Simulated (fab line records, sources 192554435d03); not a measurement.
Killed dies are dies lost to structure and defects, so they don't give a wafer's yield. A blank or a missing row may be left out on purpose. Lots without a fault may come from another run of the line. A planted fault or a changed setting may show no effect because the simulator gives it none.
fab line records | flow n5_finfet
record lots=11 wafers=33 last_day=19
route steps=1938 shown DUMMY_GATE@244 SD_EPI_N@274 SD_EPI_P@303 PASSIVATION@1936
lots that met no fault: from a run of the same line without faults
start_h: hours from the record's first day to the start of the lot's first wafer shown | wait_h: hours since the lot's step before | " the same as in the row above | L1.1+2: a row that stands for several wafers | - no value, or no start given | * or withheld: withheld | < > ~ a bound
route shown NAME@n: a module of which the file shows steps, and the number in the route of the first | usual: mean/standard deviation of fault-free wafers | same: alike in all rows | chamber/n: place in a boat | sites: the reading at each site | _std_site: their standard deviation | _edge_site: outer sites' mean less inner sites' | radius_mm: how far each site lies from the wafer's centre | mask NAME#n: copy n | behind: the tool/chamber that last shaped the wafer | hold: why the lot was held/for how many hours/how that ended | device: the transistor (n, p or np) that didn't switch | end of line: the same wafers' tests at the end of the route | a step without rows: its recipe alone | killed: dies lost to structure and defects at the first sort, not the wafer's yield | map: a wafer's dies, x killed, . not, _ none there
set.NAME: the setting as run; set.NAME@STEP: as run at that earlier step | model.NAME: the simulator's own value behind a step, which no gauge read
steps of the route over a sample of lots; a table a step, a row a wafer
services: from which hour (start_h, from the record's first day; less than 0 if before it) a tool's chamber was out of use, for how many hours, and why
## steps
# step N5_DUMMY_GATE_STRIP_41
# recipe chemistry=O2 power_w=400 temp_c=40 pressure_mtorr=30 rf_frequency_hz=6e+07 bias_power_w=0 overash_fraction=0.3 o2_flow_sccm=225
# usual drypump_motor_current_A=6.0/0.53 oes_product_au=0.75/0.061 rf_vpp_V=3.6/0.51 showerhead_plenum_p_Torr=2.08/0.062 throttle_valve_pct=16.71/0.17
# same overash_fraction=0.3
# columns lot.wafer tool chamber start_h wait_h drypump_motor_current_A oes_product_au rf_hours_counter_h rf_vpp_V showerhead_plenum_p_Torr throttle_valve_pct
L183.1 rie_diel-05 3 46.44 0.0 5.2 0.76 158 3.4 2.10 16.67
L183.2 " 0 " " 6.0 0.73 235 3.4 2.15 16.63
L183.6 " 1 " " 5.7 0.74 - 3.8 1.99 16.82
L185.3 rie_diel-02 1 62.46 0.0 5.7 0.74 141 3.4 2.19 16.67
L185.4 " 2 " " 5.8 0.73 - 4.1 2.08 16.71
L185.5 " 3 " " 6.6 0.83 - 3.2 2.04 16.76
L186.2 rie_diel-02 1 66.33 0.0 5.7 0.73 143 4.4 2.19 16.67
L186.3 " 2 " " 5.9 0.73 176 3.5 2.08 16.71
L186.5 " 2 " " 5.9 0.72 - 3.3 2.08 16.72
L187.3 rie_diel-02 1 73.23 0.0 5.7 0.73 146 4.3 2.19 16.67
L187.4 " 2 " " 5.8 0.72 180 4.1 2.08 16.71
L187.6 " 2 " " 5.8 0.72 - 4.2 2.08 16.74
L188.1 rie_diel-02 3 77.70 0.0 6.5 0.82 80 3.4 2.03 16.79
L188.3 " 2 " " 5.8 0.73 182 3.5 2.08 16.73
L188.4 " 1 " " 5.7 0.73 148 4.6 2.19 16.68
L198.2 rie_diel-05 3 137.50 0.0 5.2 0.74 177 3.2 2.09 16.69
L198.4 " 2 " " 6.7 0.72 - 3.7 2.09 16.70
L198.5 " 1 " " 5.7 0.71 - 3.1 1.99 16.87
L199.1 rie_diel-05 1 143.18 0.0 5.7 0.72 191 3.6 1.99 16.88
L199.2 " 2 " " 6.7 0.72 216 3.6 2.09 16.72
L199.4 " 1 " " 5.7 0.71 - 3.7 1.99 16.87
L201.1 rie_diel-05 1 153.78 0.0 5.7 0.71 194 4.3 1.99 16.86
L201.2 " 3 " " 5.2 0.74 183 3.5 2.09 16.70
L201.3 " 0 " " 5.9 0.97 2 3.4 2.15 16.16
L203.2 rie_diel-06 2 168.22 0.0 6.7 0.71 214 3.8 2.00 16.92
L203.3 " 3 " " 5.6 0.73 164 3.3 2.18 16.86
L203.4 " 1 " " 5.8 0.76 142 2.8 2.02 16.45
L205.2 rie_diel-06 1 180.24 0.0 5.8 0.77 146 2.9 2.02 16.46
L205.3 " 0 " " 6.4 0.91 32 3.5 2.15 16.40
L205.5 " 2 " " 6.7 0.70 - 3.1 2.00 16.92
L206.2 rie_diel-06 2 184.37 0.0 6.7 0.71 218 4.0 2.00 16.93
L206.4 " 1 " " 5.8 0.76 147 4.3 2.02 16.47
L206.6 " 0 " " 6.4 0.91 - 3.2 2.15 16.41
# step N5_SD_EPI_N_ETCH_34
# recipe chemistry=CF4 target=SiARC target_depth_a=455 mask_material=CAR-ArF-block time_s=75.8 ion_energy_ev=80 pressure_mtorr=40 source_w=545 bias_w=36 Ar_flow_sccm=100 cf4_flow_sccm=100 ends=cleared
# usual drypump_motor_current_A=5.54/0.28 etch_rf_on_time_s=76.1/2.2 oes_product_au=0.66/0.087 rf_vpp_V=184.0/1.2 showerhead_plenum_p_Torr=2.14/0.074 throttle_valve_pct=15.56/0.2
# columns lot.wafer tool chamber start_h wait_h drypump_motor_current_A etch_rf_on_time_s oes_product_au rf_hours_counter_h rf_vpp_V showerhead_plenum_p_Torr throttle_valve_pct
L183.1 rie_diel-01 1 48.44 0.0 5.64 76.2 0.61 179 183.8 2.04 15.54
L183.2 " 0 " " 5.33 78.3 0.63 154 186.9 2.22 15.50
L183.6 " 2 " " 5.76 76.3 0.65 - 185.2 2.06 15.67
L185.3 rie_diel-04 2 64.27 0.0 5.40 75.9 0.60 210 182.9 2.13 15.57
L185.4 " 0 " " 5.52 77.7 0.63 178 185.9 2.13 15.50
L185.5 " 0 " " 5.51 76.5 0.63 - 184.1 2.13 15.49
L186.2 rie_diel-04 3 68.55 0.0 5.23 74.6 0.67 134 184.0 2.14 15.49
L186.3 " 2 " " 5.39 76.0 0.60 212 184.4 2.12 15.55
L186.5 " 2 " " 5.40 75.4 0.61 - 183.0 2.12 15.56
L187.3 rie_diel-04 2 75.07 0.0 5.42 75.9 0.61 214 184.2 2.12 15.56
L187.4 " 3 " " 5.20 75.1 0.66 136 182.2 2.14 15.47
L187.6 " 1 " " 5.93 75.0 0.64 - 182.3 2.06 15.59
L188.1 rie_diel-03 1 79.65 0.0 5.82 74.2 0.60 201 185.4 2.22 15.86
L188.3 " 0 " " 5.81 79.9 0.58 238 185.8 2.19 15.39
L188.4 " 2 " " 4.95 74.1 0.60 242 182.4 2.04 16.01
L198.2 rie_diel-03 1 139.74 0.0 5.85 75.4 0.58 225 184.5 2.22 15.91
L198.4 " 3 " " 5.43 73.6 0.75 - 184.5 2.17 15.44
L198.5 " 1 " " 5.83 74.7 0.59 - 184.2 2.22 15.91
L199.1 rie_diel-01 0 145.00 0.0 5.34 80.4 0.61 188 185.5 2.21 15.57
L199.2 " 2 " " 5.78 78.3 0.62 188 181.9 2.05 15.77
L199.4 " 3 " " 5.27 74.5 0.79 17 184.0 2.09 15.34
L201.1 rie_diel-03 1 156.14 0.0 5.84 73.9 0.59 229 186.3 2.21 15.92
L201.2 " 3 " " 5.45 72.4 0.74 45 184.3 2.16 15.47
L201.3 " 2 " " 4.90 71.8 0.83 11 184.8 2.28 15.50
L203.2 rie_diel-01 0 171.60 0.0 5.32 79.6 0.61 198 185.8 2.20 15.58
L203.3 " 1 " " 5.63 76.8 0.59 215 182.8 2.03 15.61
L203.4 " 3 " " 5.24 73.5 0.77 27 183.4 2.08 15.37
L205.2 rie_diel-04 1 182.05 0.0 5.92 74.9 0.61 208 183.2 2.05 15.67
L205.3 " 3 " " 5.23 75.3 0.63 173 184.9 2.13 15.58
L205.5 " 2 " " 5.40 75.8 0.58 - 185.0 2.11 15.63
L206.2 rie_diel-03 1 186.50 0.0 5.84 76.4 0.57 239 184.7 2.21 15.94
L206.4 " 2 " " 4.95 72.7 0.80 20 185.4 2.28 15.55
L206.6 " 0 " " 5.82 77.5 0.77 - 184.4 2.18 14.97
# step N5_SD_EPI_N_PRECLEAN_48
# recipe chemistry=NF3:NH3 afs_cycles=2 temp_c=30 time_s=20 sublimation_temp_c=180 sublimation_time_s=60 pressure_torr=3 rf_power_w=30
# usual afs_cycles=2/0 chamber_pressure_Torr=3.000/0.0065
# columns lot.wafer tool chamber start_h wait_h afs_cycles chamber_pressure_Torr
L183.1 epi_rpcvd-03 0 49.54 0.0 2 3.020
L183.2 " 0 " " 2 3.003
L183.6 " 0 " " 2 2.998
L185.3 epi_rpcvd-01 0 65.49 0.2 2 2.998
L185.4 " 0 " " 2 3.000
L185.5 " 0 " " 2 2.998
L186.2 epi_rpcvd-02 0 69.71 0.1 2 3.001
L186.3 " 0 " " 2 3.002
L186.5 " 0 " " 2 2.994
L187.3 epi_rpcvd-03 - 76.29 0.2 - -
L187.4 " - " " - -
L187.6 " - " " - -
L188.1 epi_rpcvd-02 - 80.75 0.0 - -
L188.3 " - " " - -
L188.4 " - " " - -
L198.2 epi_rpcvd-03 0 140.90 0.1 2 2.998
L198.4 " 0 " " 2 3.012
L198.5 " 0 " " 2 3.003
L199.1 epi_rpcvd-03 0 146.10 0.0 2 3.001
L199.2 " 0 " " 2 2.994
L199.4 " 0 " " 2 2.991
L201.1 epi_rpcvd-03 0 157.31 0.0 2 2.985
L201.2 " 0 " " 2 3.005
L201.3 " 0 " " 2 2.998
L203.2 epi_rpcvd-01 0 172.76 0.1 2 2.983
L203.3 " 0 " " 2 3.006
L203.4 " 0 " " 2 3.001
L205.2 epi_rpcvd-03 0 183.23 0.1 2 3.000
L205.3 " 0 " " 2 2.999
L205.5 " 0 " " 2 3.003
L206.2 epi_rpcvd-02 0 187.66 0.1 2 3.000
L206.4 " 0 " " 2 2.991
L206.6 " 0 " " 2 3.001
# step N5_SD_EPI_P_CD_MEAS_09
# recipe target_cd_nm=240 landing_energy_ev=500 detector=se_inlens
# usual cd_nm=240.3/0.88
# columns lot.wafer tool chamber start_h wait_h cd_nm
L183.1 cd_sem-02 0 52.63 - 240.1
L183.2 " 0 " " 241.0
L183.6 " 0 " " 240.4
L185.3 cd_sem-02 0 68.61 - 240.8
L185.4 " 0 " " 240.0
L185.5 " 0 " " 241.0
L186.2 cd_sem-02 0 72.86 - 240.0
L186.3 " 0 " " 239.6
L186.5 " 0 " " 239.9
L187.3 cd_sem-02 0 79.75 - 239.1
L187.4 " 0 " " 240.6
L187.6 " 0 " " 239.4
L188.1 cd_sem-02 0 83.96 - 239.2
L188.3 " 0 " " 239.5
L188.4 " 0 " " 238.7
L198.2 cd_sem-02 0 143.92 - 241.4
L198.4 " 0 " " 240.9
L198.5 " 0 " " 240.5
L199.1 cd_sem-03 0 149.19 - 240.6
L199.2 " 0 " " 240.1
L199.4 " 0 " " 239.9
L201.1 cd_sem-02 0 160.45 - 239.5
L201.2 " 0 " " 240.0
L201.3 " 0 " " 240.6
L203.2 cd_sem-01 0 175.92 - 240.6
L203.3 " 0 " " 239.8
L203.4 " 0 " " 239.6
L205.2 cd_sem-01 0 187.02 - 240.9
L205.3 " 0 " " 241.6
L205.5 " 0 " " 240.4
L206.2 cd_sem-03 0 191.05 - 238.5
L206.4 " 0 " " 239.4
L206.6 " 0 " " 239.7
# step N5_PASSIVATION_PROBE_49
# usual killed_at_M0_to_M3=33/11 killed_at_M4_up=15/6.2 killed_at_contacts=13/6.5 killed_at_front_end=38/11 killed_at_other=3.4/2.6 killed_dies=102/17 killed_open=67/12 killed_short=34/7.9
# same gross_dies=1180 killed_at_back_side=0
# columns lot.wafer tool chamber start_h wait_h killed_at_M0_to_M3 killed_at_M4_up killed_at_contacts killed_at_front_end killed_at_other killed_dies killed_open killed_short
L187.3 prober-02 - 310.72 0.1 73 15 13 30 3 134 84 47
L187.4 prober-02 - 310.77 0.2 53 10 20 38 3 124 70 51
L187.6 prober-02 - 310.87 0.3 33 12 8 30 4 87 61 25
L198.2 prober-01 - 394.05 0.1 20 28 20 45 4 117 86 30
L198.4 prober-01 - 394.15 0.2 29 9 18 34 5 95 54 40
L198.5 prober-01 - 394.20 0.2 20 11 20 48 2 101 67 33
# killed by level:class
L187.3 BEOL_M0_SAQP:geometric_particle:open=19 BEOL_M0_SAQP:geometric_particle:short=14 BEOL_M2:geometric_particle:open=12 MOL_CONTACT_COAG:geometric_particle:open=11 BEOL_M1:geometric_particle:open=11 BEOL_M4:geometric_particle:short=7 BEOL_M3:geometric_particle:open=6 BEOL_M4:geometric_particle:open=6
L187.4 MOL_CONTACT_COAG:geometric_particle:open=18 BEOL_M2:geometric_particle:open=13 FIN_SAQP:geometric_particle:short=8 BEOL_M0_SAQP:geometric_particle:short=7 BEOL_M0_SAQP:geometric_particle:open=6 BEOL_M2:geometric_particle:short=6 STI_FIN_REVEAL:geometric_particle:open=5 GATE_CUT:geometric_particle:short=5
L187.6 STI_FIN_REVEAL:geometric_particle:open=12 BEOL_M0_SAQP:geometric_particle:short=9 MOL_CONTACT_COAG:geometric_particle:open=7 BEOL_M0_SAQP:geometric_particle:open=7 BEOL_M2:geometric_particle:open=6 BEOL_M4:geometric_particle:open=5 BEOL_M1:geometric_particle:open=4 FIN_SAQP:geometric_particle:short=3
L198.2 MOL_CONTACT_COAG:geometric_particle:open=20 STI_FIN_REVEAL:geometric_particle:open=18 FIN_SAQP:geometric_particle:short=13 BEOL_M2:geometric_particle:open=11 BEOL_M5:geometric_particle:open=7 BEOL_M4:geometric_particle:open=6 BEOL_M5:geometric_particle:short=5 FIN_SAQP:geometric_particle:open=3
L198.4 MOL_CONTACT_COAG:geometric_particle:open=13 BEOL_M0_SAQP:geometric_particle:short=8 FIN_SAQP:geometric_particle:short=7 FIN_SAQP:geometric_particle:open=6 DUMMY_GATE:geometric_particle:open=5 DUMMY_GATE:geometric_particle:short=5 MOL_CONTACT_COAG:geometric_particle:short=5 BEOL_M2:geometric_particle:open=5
L198.5 FIN_SAQP:geometric_particle:short=12 MOL_CONTACT_COAG:geometric_particle:open=11 STI_FIN_REVEAL:geometric_particle:open=10 FIN_SAQP:geometric_particle:open=9 MOL_CONTACT_COAG:geometric_particle:short=9 DUMMY_GATE:geometric_particle:open=7 BEOL_M2:geometric_particle:open=6 BEOL_M7:geometric_particle:open=5
## services
# columns tool chamber start_h hours kind
rie_diel-06 0 22.45 3.3 repair
rie_diel-05 2 23.83 1.7 repair
rie_diel-02 3 30.39 2.3 repair
rie_diel-05 2 30.47 19.7 repair
rie_diel-04 3 31.04 2.3 repair
rie_diel-01 - 37.50 1.2 repair
rie_diel-04 - 48.86 2.8 pm
rie_diel-05 - 51.87 28.1 pm
rie_diel-02 0 52.41 13.2 repair
rie_diel-04 0 55.90 3.5 repair
rie_diel-01 - 59.04 2.4 repair
rie_diel-01 3 71.90 8.0 repair
rie_diel-02 1 93.14 16.4 repair
rie_diel-01 1 97.91 3.7 repair
epi_rpcvd-01 - 97.92 0.3 repair
rie_diel-03 2 100.81 - clean
rie_diel-03 2 100.81 - consumable_replace:focus_ring
rie_diel-03 2 100.81 - consumable_replace:showerhead
rie_diel-03 2 100.81 25.0 scheduled_down
rie_diel-03 2 100.81 25.0 vent_cycle
rie_diel-01 0 130.07 9.3 repair
rie_diel-01 - 130.59 0.9 repair
rie_diel-03 - 149.57 2.8 pm
rie_diel-04 0 165.31 3.0 repair
## key
first_sign step=N5_SD_EPI_N_PRECLEAN_48 reading=tool_record direction=missing
effect none on later readings
met_at N5_SD_EPI_N_PRECLEAN_48
struck_lots L187,L188
tester_left_out L187,L188
not_acting_at N5_DUMMY_GATE_STRIP_41,N5_SD_EPI_N_ETCH_34,N5_SD_EPI_P_CD_MEAS_09
onset_between 69.71 76.29
fault kind=skipped_step_whole tool=epi_rpcvd-01,epi_rpcvd-02,epi_rpcvd-03 chamber=- onset_h=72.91 steps=N5_SD_EPI_N_PRECLEAN_48 scope=struck_lots_only
# tester_left_out: of these lots the tester's yield and bins aren't shown, on N5 and GAA mostly nor the transistor test; their killed dies are dies lost to structure and defects alone, not to doping, threshold or leakage, so they don't give the yield
